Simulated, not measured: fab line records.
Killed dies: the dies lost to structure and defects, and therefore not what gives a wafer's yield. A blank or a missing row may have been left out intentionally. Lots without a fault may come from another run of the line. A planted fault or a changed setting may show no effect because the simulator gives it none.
Chamber matching + flow n5_finfet + ald_sin-01 running N5_BEOL_M2_ALD_98: 4 sister chambers
The step deposits SiO2, target thk 2.5 nm, pulse time 1 s, co reactant pulse time 1 s. 16 wafers are shown with their chamber, then 8 later ones without.

## WAFERS PAIRED WITH THEIR CHAMBERS
| wafer  | chamber | heater_power_w (W) | precursor_pulse_height_rel |
|--------|---------|--------------------|----------------------------|
| L075.2 | 2       | 89                 | 0.984                      |
| L075.4 | 0       | 67                 | 1.008                      |
| L075.6 | 0       | 69                 | 1.003                      |
| L079.1 | 2       | 87                 | 0.983                      |
| L079.2 | 0       | 69                 | 0.986                      |
| L079.3 | 1       | 68                 | 1.021                      |
| L080.1 | 2       | 88                 | 1.022                      |
| L080.3 | 3       | 68                 | 0.981                      |
| L080.6 | 0       | 70                 | 1.021                      |
| L086.2 | 2       | 87                 | 0.962                      |
| L086.3 | 0       | 69                 | 0.980                      |
| L086.5 | 2       | 86                 | 1.009                      |
| L085.1 | 3       | 68                 | 1.004                      |
| L085.2 | 2       | 88                 | 0.996                      |
| L085.5 | 3       | 70                 | 0.992                      |
| L087.1 | 2       | 88                 | 0.997                      |

SIGNATURES, as means of the wafers listed above
| reading                    | chamber 0 | chamber 1 | chamber 2 | chamber 3 | scatter within a chamber |
|----------------------------|-----------|-----------|-----------|-----------|--------------------------|
| heater_power_w             | 68.80     | 68.00     | 87.57     | 68.67     | 1.05                     |
| precursor_pulse_height_rel | 0.99960   | 1.02100   | 0.99329   | 0.99233   | 0.0174                   |
Rule: distance of a wafer from a chamber = root of the sum over the readings of ((wafer's reading minus chamber's mean) / reading's scatter) squared. If the next closest chamber is less than 2 further off than the closest, the wafer can't be placed; otherwise it belongs to the closest. The scatter: take each reading less its chamber's mean, square it, sum over the shown wafers, divide by the number of wafers less the number of chambers, and take the root.

## WAFERS WITHOUT THEIR CHAMBER
| wafer  | heater_power_w (W) | precursor_pulse_height_rel |
|--------|--------------------|----------------------------|
| L087.4 | 69                 | 1.000                      |
| L087.5 | 86                 | 1.024                      |
| L092.1 | 70                 | 0.965                      |
| L092.3 | 87                 | 0.996                      |
| L092.4 | 69                 | 1.003                      |
| L095.3 | 68                 | 1.016                      |
| L095.5 | 68                 | 1.029                      |
| L095.6 | 89                 | 1.007                      |

## CHAMBER TAKEN BY EACH
| wafer  | from the rows above          | in truth |
|--------|------------------------------|----------|
| L087.4 | can't be placed: 0 or 3 or 1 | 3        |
| L087.5 | 2                            | 2        |
| L092.1 | can't be placed: 3 or 0 or 1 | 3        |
| L092.3 | 2                            | 2        |
| L092.4 | can't be placed: 0 or 3 or 1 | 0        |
| L095.3 | can't be placed: 1 or 0 or 3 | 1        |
| L095.5 | can't be placed: 1 or 0 or 3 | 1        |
| L095.6 | 2                            | 2        |
Correctly placed: 3 of 8. These rows do not allow placing 5 (true chamber among the candidates in 5). 0 placed wrongly.
